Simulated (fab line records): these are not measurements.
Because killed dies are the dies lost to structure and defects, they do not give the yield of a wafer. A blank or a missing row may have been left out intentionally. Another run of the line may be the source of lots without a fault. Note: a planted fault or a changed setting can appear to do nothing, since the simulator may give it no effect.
Problem report, 8D (eight disciplines) form, completed by code | flow n5 finfet | the parts of the form that need people (team, actions taken, sign-off) are left out

## 1. THE ISSUE
platen rpm at N5_MOL_CONTACT_COAG_CMP_23 reads a mean of 55.33 rpm on 3 wafers of 2 lots; wafers without a fault read 50.29 rpm with a standard deviation of 0.033. So: +99 or more standard deviations from the usual mean.
The step: polishes, stops on SiO2, t overpolish 1.5 s, target thk 0 nm.
Earliest sighting: wafer L565.1 on cmp-04 at day 10 10:57. The record has a number at this step for 24 wafers belonging to 8 lots. Rule for "out" (also "out of limits"): further than 4 standard deviations from the usual mean. The other wafers with a number count as sound.

## 2. WHAT THIS IS AND IS NOT
question                    | is                     | is not
which readings at this step | platen rpm             | motor current A, overpolish run s, time to endpoint s
which lots                  | L565, L566             | L543, L546, L547, L549, L552, L553
which wafers of those lots  | L565.1, L565.5, L566.3 | L565.4, L566.1, L566.6
read on which tools         | cmp-04                 | cmp-01, cmp-03
when                        | from day 10 10:57      | up to then (19 sound wafers); but 2 sound wafers of L566 came after

## 3. WHAT RULES OUT EACH SUSPECT
Counting: any tool at a process step up to the reading remains a suspect provided it ran every lot that is out. Sound lots after the first of them don't rule it out here, since some wafers of a struck lot are sound.
- cvd co-01 at N5_MOL_CONTACT_COAG_CO_FILL_22 (material Co, precursor CCTBA/H2, target thk 20 nm): kept. It processed each lot that is out (first: L565, day 10 07:52); up to then, its last sound lot is L552 (day 7 02:05).
- cmp-04 at N5_MOL_CONTACT_COAG_CMP_23 (polishes, stops on SiO2, t overpolish 1.5 s, target thk 0 nm): kept. It processed each lot that is out (first: L565, day 10 10:57); up to then, its last sound lot is L553 (day 7 05:02). Its own readings are out on those wafers: platen rpm.
- cmp-04, N5_MOL_CONTACT_COAG_CMP_23: wafers that are out in chamber 1, sound lot-mates in chambers 0, 2, 3.
The count leaves cmp-04 at N5_MOL_CONTACT_COAG_CMP_23 and cvd co-01 at N5_MOL_CONTACT_COAG_CO_FILL_22.

## 4. THE CAUSE (what the simulator had put in)
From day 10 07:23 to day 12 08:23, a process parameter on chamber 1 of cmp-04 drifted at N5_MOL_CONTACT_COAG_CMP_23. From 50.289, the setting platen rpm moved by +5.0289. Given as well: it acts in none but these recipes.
Of the 2 suspects that counting leaves, this tool is one.

## 5. THE CHAIN OF EFFECTS, in route order
Each row: a reading whose mean over the struck wafers that have a number lies more than 3 standard deviations from the usual. Scope: only readings with a usual standard deviation given in the record; hours: median across lots of the time from each lot's start at the first step in this table that gives one to its start at this step; sigmas: change in usual standard deviations.
hours | step                       | reading    | usual     | on struck wafers | change | sigmas
0     | N5_MOL_CONTACT_COAG_CMP_23 | platen rpm | 50.29 rpm | 55.33            | +5.04  | +99 or more
Process steps it contains:
- N5_MOL_CONTACT_COAG_CMP_23: polishes, stops on SiO2, t overpolish 1.5 s, target thk 0 nm.
Later measuring or inspecting steps at which every struck wafer that the step has a row for has a number for every such reading, and none has moved that far: N5_BEOL_M4_RC_MEAS_101.

## 6. HOW IT WOULD HAVE BEEN CAUGHT EARLIER
4 hours passed between the start of the fault at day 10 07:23 and the first reading out of limits in this record, taken at day 10 10:57.
